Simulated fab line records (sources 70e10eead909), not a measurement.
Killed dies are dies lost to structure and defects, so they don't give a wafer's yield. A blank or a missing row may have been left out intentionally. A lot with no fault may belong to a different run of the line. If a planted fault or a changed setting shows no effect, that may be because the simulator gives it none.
What tool caused it? ; flow nand harc ; 36 wafers from 12 lots sampled at 3 of the route's 1302 steps

== WHAT THE GAUGES READ, wafer by wafer ==
NHARC_A_BLC_OVL_MEAS_11.
lot;measured;on;overlay x nm (nm)
L076;day 23 03:55;overlay-02;0.4 0.0 -0.2
L078;day 24 00:32;overlay-02;0.2 0.6 -0.1
L081;day 25 15:08;overlay-01;-1.4 -0.7 -1.2
L080;day 25 21:30;overlay-01;0.1 0.4 0.3
L083;day 26 09:57;overlay-02;1.0 1.2 0.7
L085;day 27 07:56;overlay-02;0.2 -0.2 0.7
L087;day 28 08:51;overlay-01;-1.2 -1.0 -1.3
L089;day 28 14:53;overlay-01;-0.6 -0.5 -1.3
L092;day 29 03:29;overlay-02;-0.6 -0.2 -0.8
L093;day 30 04:03;overlay-01;0.7 0.8 0.6
L096;day 31 15:02;overlay-01;0.5 0.4 0.2
L097;day 31 22:33;overlay-01;0.3 0.5 -0.1

== WHICH TOOL RAN EACH LOT (tool, then ch and the chambers of the sampled wafers, then the start) ==
lot;NHARC_A_CONTACT_STRIP_26;NHARC_A_CONTACT_ALD_18
L076;rie diel-12 ch 0,1,2, day 23 01:50 or earlier;ald metal-04 ch 0,3, day 23 01:50
L078;rie diel-06 ch 1,3, day 23 22:26 or earlier;ald metal-01 ch 1,2, day 23 22:26
L081;rie diel-06 ch 1,3, day 25 13:04 or earlier;ald metal-01 ch 0,1,2, day 25 13:04
L080;rie diel-12 ch 0,2,3, day 25 19:25 or earlier;ald metal-01 ch 1,3, day 25 19:25
L083;rie diel-13 ch 2,3, day 26 07:52 or earlier;ald metal-04 ch 0,1,2, day 26 07:52
L085;rie diel-06 ch 1,2,3, day 27 05:51 or earlier;ald metal-04 ch 0,2,3, day 27 05:51
L087;rie diel-12 ch 0,1,2, day 28 06:46 or earlier;ald metal-03 ch 2,3, day 28 06:46
L089;rie diel-13 ch 0,2,3, day 28 12:47 or earlier;ald metal-01 ch 1,3, day 28 12:47
L092;rie diel-06 ch 0,1,3, day 29 01:20 or earlier;ald metal-04 ch 2,3, day 29 01:20
L093;rie diel-06 ch 0,1,2, day 30 01:52 or earlier;ald metal-01 ch 0,1, day 30 01:52
L096;rie diel-13 ch 1,2, day 31 12:57 or earlier;ald metal-01 ch 0,1, day 31 12:57
L097;rie diel-13 ch 0,2,3, day 31 20:28 or earlier;ald metal-04 ch 1,2,3, day 31 20:28
- NHARC_A_CONTACT_STRIP_26: strips in O2.
- NHARC_A_CONTACT_ALD_18: deposits TiN, target thk 3 nm, pulse time 1 s, ald cycles 150.

== THE ANSWER, worked out from the rows above alone ==
Rule: what is usual is taken from the lots themselves. The widest of any qualifying gaps counts: lots, ordered by their means at a reading, are off when they make up no more than a third of the lots, leave a main group of 4 or more, and stand apart from it by 3 or more times the standard deviation of that group's means. A main group is skipped when, at the precision printed for the reading in the tables above, its means are all equal. Also off: a lot with no number at a reading for which 4 or more lots have one. The other lots that the step has rows for count as sound.
Nothing can be told from this: no lot is off at any reading shown.

== WHAT HAD BEEN PUT IN BY THE SIMULATOR ==
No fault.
